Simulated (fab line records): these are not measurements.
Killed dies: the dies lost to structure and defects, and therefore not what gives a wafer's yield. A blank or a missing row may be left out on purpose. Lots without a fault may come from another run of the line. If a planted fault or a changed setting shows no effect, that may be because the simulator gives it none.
Which of the tools did it?	flow nand-harc	72 wafers from 24 lots sampled at 6 of the route's 1302 steps

== WHAT EACH GAUGE READ, for each wafer ==
Not one reading of a measure or inspect step in the record can be checked against a usual standard deviation.

== WHICH TOOL RAN EACH LOT (tool, then ch and the chambers of the sampled wafers, then the start) ==
lot	NHARC_A_STAIRCASE_TRIM_18	NHARC_A_STAIRCASE_ETCH_197	NHARC_A_STAIRCASE_ETCH_203	NHARC_A_STAIRCASE_TRIM_222	NHARC_A_STAIRCASE_ETCH_232	NHARC_A_STAIRCASE_TRIM_233
L075	rie-diel-10 ch 0,1,2, no start	rie-diel-10 ch 1,3, no start	rie-diel-10 ch 0,2,3, no start	rie-diel-10 ch 0,3, no start	rie-diel-13 ch 2,3, no start	rie-diel-13 ch 0,1,3, no start
L074	rie-diel-02 ch 0,1,3, no start	rie-diel-02 ch 1,2, no start	rie-diel-02 ch 0,2,3, no start	rie-diel-13 ch 0,1,3, no start	rie-diel-13 ch 0,2,3, no start	rie-diel-13 ch 1,2, no start
L076	rie-diel-02 ch 1,3, no start	rie-diel-13 ch 1,3, no start	rie-diel-13 ch 0,1,3, no start	rie-diel-02 ch 1,3, no start	rie-diel-10 ch 0,1,2, no start	rie-diel-10 ch 1,2,3, no start
L077	rie-diel-10 ch 1,2, no start	rie-diel-02 ch 1,2,3, no start	rie-diel-02 ch 1,2, no start	rie-diel-10 ch 0,1,3, no start	rie-diel-02 ch 1,2, no start	rie-diel-02 ch 2,3, no start
L078	rie-diel-13 ch 0,1,3, no start	rie-diel-13 ch 1,3, no start	rie-diel-13 ch 1,2,3, no start	rie-diel-13 ch 0,1,2, no start	rie-diel-10 ch 0,2, no start	rie-diel-10 ch 0,2,3, no start
L079	rie-diel-13 ch 0,1, no start	rie-diel-13 ch 0,2, no start	rie-diel-13 ch 0,1,2, no start	rie-diel-02 ch 0,1,2, no start	rie-diel-10 ch 0,1, no start	rie-diel-10 ch 1,2,3, no start
L080	rie-diel-02 ch 0,1,2, no start	rie-diel-02 ch 1,2,3, no start	rie-diel-02 ch 0,2,3, no start	rie-diel-02 ch 0,1,2, no start	rie-diel-02 ch 0,1,3, no start	rie-diel-02 ch 0,1,2, no start
L081	rie-diel-13 ch 2,3, no start	rie-diel-10 ch 0,2,3, no start	rie-diel-10 ch 1,2,3, no start	rie-diel-10 ch 1,3, no start	rie-diel-13 ch 2,3, no start	rie-diel-13 ch 0,3, no start
L082	rie-diel-10 ch 0,3, no start	rie-diel-13 ch 1,2,3, no start	rie-diel-13 ch 0,1,3, no start	rie-diel-13 ch 1,2,3, no start	rie-diel-02 ch 0,1,3, no start	rie-diel-02 ch 1,2,3, no start
L083	rie-diel-10 ch 0,1,3, no start	rie-diel-02 ch 0,2,3, no start	rie-diel-02 ch 0,1,3, no start	rie-diel-02 ch 0,2,3, no start	rie-diel-10 ch 0,1,3, no start	rie-diel-10 ch 0,1,3, no start
L085	rie-diel-10 ch 0,1,3, no start	rie-diel-02 ch 0,1,3, no start	rie-diel-02 ch 0,1,2, no start	rie-diel-02 ch 0,2,3, no start	rie-diel-02 ch 1,2,3, no start	rie-diel-02 ch 0,1,2, no start
L084	rie-diel-02 ch 1,3, no start	rie-diel-13 ch 0,2,3, no start	rie-diel-13 ch 0,3, no start	rie-diel-10 ch 0,1,3, no start	rie-diel-02 ch 0,1,3, no start	rie-diel-02 ch 0,1,2, no start
L086	rie-diel-13 ch 1,3, no start	rie-diel-10 ch 0,1,3, no start	rie-diel-10 ch 0,1, no start	rie-diel-02 ch 1,3, no start	rie-diel-02 ch 0,1,3, no start	rie-diel-02 ch 1,3, no start
L087	rie-diel-02 ch 1,2,3, no start	rie-diel-02 ch 0,1, no start	rie-diel-02 ch 0,2,3, no start	rie-diel-10 ch 0,1,2, no start	rie-diel-10 ch 1,2, no start	rie-diel-10 ch 1,2,3, no start
L088	rie-diel-10 ch 0,1,3, no start	rie-diel-02 ch 1,2,3, no start	rie-diel-02 ch 1,2,3, no start	rie-diel-13 ch 0,1,2, no start	rie-diel-13 ch 0,1,2, no start	rie-diel-13 ch 0,1,3, no start
L089	rie-diel-10 ch 1,2,3, no start	rie-diel-10 ch 0,2,3, no start	rie-diel-10 ch 0,3, no start	rie-diel-10 ch 0,1,3, no start	rie-diel-10 ch 0,1, no start	rie-diel-10 ch 0,2,3, no start
L091	rie-diel-13 ch 0,3, no start	rie-diel-02 ch 0,1,3, no start	rie-diel-02 ch 0,2,3, no start	rie-diel-10 ch 1,2,3, no start	rie-diel-10 ch 0,1,2, no start	rie-diel-10 ch 2,3, no start
L090	rie-diel-10 ch 1,2, no start	rie-diel-13 ch 1,2,3, no start	rie-diel-13 ch 0,1, no start	rie-diel-02 ch 0,2,3, no start	rie-diel-02 ch 0,1, no start	rie-diel-02 ch 1,2,3, no start
L092	rie-diel-13 ch 0,1,2, no start	rie-diel-02 ch 0,1,2, no start	rie-diel-02 ch 0,2,3, no start	rie-diel-13 ch 1,2,3, no start	rie-diel-02 ch 1,2,3, no start	rie-diel-02 ch 1,2,3, no start
L093	rie-diel-13 ch 1,2,3, no start	rie-diel-13 ch 1,2,3, no start	rie-diel-13 ch 1,2,3, no start	rie-diel-13 ch 0,1,2, no start	rie-diel-10 ch 0,1,2, no start	rie-diel-10 ch 1,2,3, no start
L094	rie-diel-13 ch 0,1,3, no start	rie-diel-13 ch 0,1,3, no start	rie-diel-13 ch 0,1, no start	rie-diel-02 ch 1,2, no start	rie-diel-13 ch 1,3, no start	rie-diel-13 ch 1,2,3, no start
L096	rie-diel-02 ch 0,2,3, no start	rie-diel-13 ch 0,2,3, no start	rie-diel-13 ch 1,2, no start	rie-diel-10 ch 0,2,3, no start	rie-diel-10 ch 0,1,3, no start	rie-diel-10 ch 0,2,3, no start
L095	rie-diel-13 ch 0,2,3, no start	rie-diel-13 ch 1,2,3, no start	rie-diel-13 ch 0,1,2, no start	rie-diel-10 ch 0,2,3, no start	rie-diel-02 ch 1,2,3, no start	rie-diel-02 ch 0,1,2, no start
L097	rie-diel-13 ch 1,3, no start	rie-diel-13 ch 0,2,3, no start	rie-diel-13 ch 1,2,3, no start	rie-diel-10 ch 2,3, no start	rie-diel-10 ch 0,1,2, no start	rie-diel-10 ch 2,3, no start
- NHARC_A_STAIRCASE_TRIM_18: chemistry O2, time 211.2 s.
- NHARC_A_STAIRCASE_ETCH_197: etches the open film in C4F8/O2, target depth 100 nm, time 40.5 s.
- NHARC_A_STAIRCASE_ETCH_203: etches the open film in C4F8/O2, target depth 100 nm, time 40.5 s.
- NHARC_A_STAIRCASE_TRIM_222: chemistry O2, time 211.2 s.
- NHARC_A_STAIRCASE_ETCH_232: etches the open film in C4F8/O2, target depth 100 nm, time 40.5 s.
- NHARC_A_STAIRCASE_TRIM_233: chemistry O2, time 211.2 s.

== WHAT THE TOOLS THEMSELVES READ (means of the sampled wafers that have a number; where no wafer has one, the mark that the record gives instead) ==
NHARC_A_STAIRCASE_TRIM_18.
lot	tool	drypump-motor-current-A (A)	oes-product-au (a.u.)	rf-vpp-V (V)	showerhead-plenum-p-Torr (Torr)	throttle-valve-pct (%)
L075	rie-diel-10	5.5	0.996	57.8	3.47	17.046
L074	rie-diel-02	5.4	0.997	57.5	3.50	17.038
L076	rie-diel-02	5.3	1.003	58.7	3.47	17.042
L077	rie-diel-10	5.3	0.992	58.0	3.48	17.027
L078	rie-diel-13	5.8	0.998	57.3	3.44	17.031
L079	rie-diel-13	5.9	0.996	57.6	3.54	17.023
L080	rie-diel-02	5.7	1.000	58.6	3.66	17.037
L081	rie-diel-13	5.4	1.007	57.0	3.32	17.049
L082	rie-diel-10	5.6	1.003	57.7	3.35	17.046
L083	rie-diel-10	5.6	0.997	57.6	3.42	17.039
L085	rie-diel-10	5.6	1.000	57.8	3.42	17.039
L084	rie-diel-02	5.3	1.005	57.3	3.63	17.033
L086	rie-diel-13	5.8	1.007	57.1	3.49	17.030
L087	rie-diel-02	5.5	1.003	58.8	3.62	17.041
L088	rie-diel-10	5.6	1.001	56.5	3.41	17.033
L089	rie-diel-10	5.4	0.989	58.2	3.43	17.030
L091	rie-diel-13	5.9	1.005	58.4	3.54	17.041
L090	rie-diel-10	5.5	1.001	57.7	3.49	17.034
L092	rie-diel-13	5.8	0.999	58.0	3.44	17.034
L093	rie-diel-13	5.5	0.999	58.8	3.58	17.036
L094	rie-diel-13	5.8	1.008	57.8	3.59	17.036
L096	rie-diel-02	5.1	1.000	58.2	3.55	17.040
L095	rie-diel-13	5.6	1.002	58.1	3.51	17.030
L097	rie-diel-13	5.6	1.002	58.7	3.72	17.035

NHARC_A_STAIRCASE_ETCH_197.
lot	tool	oes-product-au (a.u.)	rf-vpp-V (V)
L075	rie-diel-10	0.969	894
L074	rie-diel-02	0.950	893
L076	rie-diel-13	0.971	895
L077	rie-diel-02	0.977	894
L078	rie-diel-13	0.918	895
L079	rie-diel-13	0.955	890
L080	rie-diel-02	0.945	899
L081	rie-diel-10	0.945	891
L082	rie-diel-13	0.949	892
L083	rie-diel-02	0.971	896
L085	rie-diel-02	0.946	901
L084	rie-diel-13	0.950	890
L086	rie-diel-10	0.952	891
L087	rie-diel-02	0.923	903
L088	rie-diel-02	0.933	899
L089	rie-diel-10	0.938	891
L091	rie-diel-02	0.944	900
L090	rie-diel-13	0.951	898
L092	rie-diel-02	0.941	901
L093	rie-diel-13	0.946	897
L094	rie-diel-13	0.975	898
L096	rie-diel-13	0.959	894
L095	rie-diel-13	0.924	898
L097	rie-diel-13	0.948	895

NHARC_A_STAIRCASE_ETCH_203.
lot	tool	oes-product-au (a.u.)	rf-vpp-V (V)
L075	rie-diel-10	0.955	891
L074	rie-diel-02	0.942	898
L076	rie-diel-13	0.937	892
L077	rie-diel-02	0.959	890
L078	rie-diel-13	0.943	891
L079	rie-diel-13	0.950	895
L080	rie-diel-02	0.956	898
L081	rie-diel-10	0.945	892
L082	rie-diel-13	0.947	893
L083	rie-diel-02	0.952	900
L085	rie-diel-02	0.941	900
L084	rie-diel-13	0.955	889
L086	rie-diel-10	0.934	893
L087	rie-diel-02	0.948	897
L088	rie-diel-02	0.940	899
L089	rie-diel-10	0.945	890
L091	rie-diel-02	0.948	897
L090	rie-diel-13	0.942	895
L092	rie-diel-02	0.943	897
L093	rie-diel-13	0.944	898
L094	rie-diel-13	0.954	895
L096	rie-diel-13	0.931	895
L095	rie-diel-13	0.941	892
L097	rie-diel-13	0.941	897

NHARC_A_STAIRCASE_TRIM_222.
lot	tool	drypump-motor-current-A (A)	oes-product-au (a.u.)	rf-vpp-V (V)	showerhead-plenum-p-Torr (Torr)	throttle-valve-pct (%)
L075	rie-diel-10	5.6	1.010	57.3	3.36	17.029
L074	rie-diel-13	5.8	1.002	57.2	3.45	17.042
L076	rie-diel-02	5.3	1.002	58.1	3.47	17.031
L077	rie-diel-10	5.7	1.011	57.8	3.43	17.033
L078	rie-diel-13	5.8	0.999	57.9	3.46	17.023
L079	rie-diel-02	5.7	1.001	58.4	3.66	17.027
L080	rie-diel-02	5.7	1.006	57.6	3.65	17.041
L081	rie-diel-10	5.6	1.001	58.2	3.47	17.042
L082	rie-diel-13	5.6	1.005	56.8	3.41	17.034
L083	rie-diel-02	5.1	1.003	57.9	3.56	17.037
L085	rie-diel-02	5.1	1.011	57.3	3.56	17.034
L084	rie-diel-10	5.6	1.003	57.5	3.41	17.035
L086	rie-diel-02	5.8	1.004	57.9	3.71	17.046
L087	rie-diel-10	5.5	0.991	57.5	3.44	17.043
L088	rie-diel-13	5.8	0.998	57.5	3.44	17.042
L089	rie-diel-10	5.6	1.006	56.4	3.40	17.041
L091	rie-diel-10	5.5	1.000	57.7	3.42	17.026
L090	rie-diel-02	5.1	1.003	58.3	3.55	17.035
L092	rie-diel-13	5.6	1.003	57.7	3.57	17.037
L093	rie-diel-13	5.7	1.003	57.7	3.44	17.035
L094	rie-diel-02	5.7	1.005	57.3	3.59	17.037
L096	rie-diel-10	5.5	0.996	56.9	3.36	17.040
L095	rie-diel-10	5.4	0.996	57.5	3.36	17.032
L097	rie-diel-10	5.4	0.999	57.8	3.35	17.043

NHARC_A_STAIRCASE_ETCH_232.
lot	tool	oes-product-au (a.u.)	rf-vpp-V (V)
L075	rie-diel-13	0.954	890
L074	rie-diel-13	0.948	890
L076	rie-diel-10	0.952	894
L077	rie-diel-02	0.950	893
L078	rie-diel-10	0.947	892
L079	rie-diel-10	0.950	892
L080	rie-diel-02	0.951	901
L081	rie-diel-13	0.954	889
L082	rie-diel-02	0.950	900
L083	rie-diel-10	0.940	892
L085	rie-diel-02	0.946	899
L084	rie-diel-02	0.961	900
L086	rie-diel-02	0.951	901
L087	rie-diel-10	0.937	894
L088	rie-diel-13	0.949	892
L089	rie-diel-10	0.937	894
L091	rie-diel-10	0.950	893
L090	rie-diel-02	0.948	903
L092	rie-diel-02	0.960	899
L093	rie-diel-10	0.948	892
L094	rie-diel-13	0.954	900
L096	rie-diel-10	0.928	891
L095	rie-diel-02	0.947	898
L097	rie-diel-10	0.938	892

NHARC_A_STAIRCASE_TRIM_233.
lot	tool	drypump-motor-current-A (A)	oes-product-au (a.u.)	rf-vpp-V (V)	showerhead-plenum-p-Torr (Torr)	throttle-valve-pct (%)
L075	rie-diel-13	5.8	1.005	58.3	3.45	17.046
L074	rie-diel-13	5.7	0.995	57.5	3.52	17.036
L076	rie-diel-10	5.5	1.013	58.1	3.45	17.039
L077	rie-diel-02	5.2	1.007	58.4	3.54	17.036
L078	rie-diel-10	5.5	0.999	57.0	3.39	17.025
L079	rie-diel-10	5.5	0.999	57.2	3.44	17.029
L080	rie-diel-02	5.7	1.003	58.3	3.65	17.044
L081	rie-diel-13	5.9	1.008	57.4	3.37	17.035
L082	rie-diel-02	5.5	1.003	58.0	3.62	17.037
L083	rie-diel-10	5.6	0.991	57.5	3.41	17.037
L085	rie-diel-02	5.7	0.996	58.7	3.65	17.033
L084	rie-diel-02	5.7	0.996	58.3	3.65	17.038
L086	rie-diel-02	5.3	1.010	58.8	3.63	17.034
L087	rie-diel-10	5.5	1.001	57.7	3.43	17.033
L088	rie-diel-13	5.8	1.000	57.8	3.42	17.031
L089	rie-diel-10	5.5	0.993	57.8	3.37	17.042
L091	rie-diel-10	5.5	0.994	56.8	3.36	17.038
L090	rie-diel-02	5.5	1.004	57.4	3.60	17.035
L092	rie-diel-02	5.5	1.008	57.9	3.60	17.036
L093	rie-diel-10	5.5	0.996	57.7	3.42	17.040
L094	rie-diel-13	5.5	1.010	57.7	3.57	17.044
L096	rie-diel-10	5.5	0.991	56.2	3.36	17.034
L095	rie-diel-02	5.7	1.005	59.1	3.62	17.044
L097	rie-diel-10	5.4	0.995	58.0	3.35	17.034

== THE ANSWER, worked out from the rows above alone ==
Rule: the lots themselves supply what counts as usual. The widest of any qualifying gaps counts: lots, ordered by their means at a reading, are off when they make up no more than a third of the lots, leave a main group of 4 or more, and stand apart from it by 3 or more times the standard deviation of that group's means. If all means in a main group match to the digits the tables above print for the reading, that group is not used. A lot without any number at a reading at which 4 lots or more have one is off too. Any other lot the step has rows for is counted as sound. Order of review: gauges by route order, followed by the tools' own readings, for which a lot's mean as printed above is used. The first step at which some lot is off is used, and at that step the reading that is off furthest; a lot without a number counts as furthest.
None of the lots is off at any reading shown; this tells nothing.

== WHAT WAS PUT IN BY THE SIMULATOR ==
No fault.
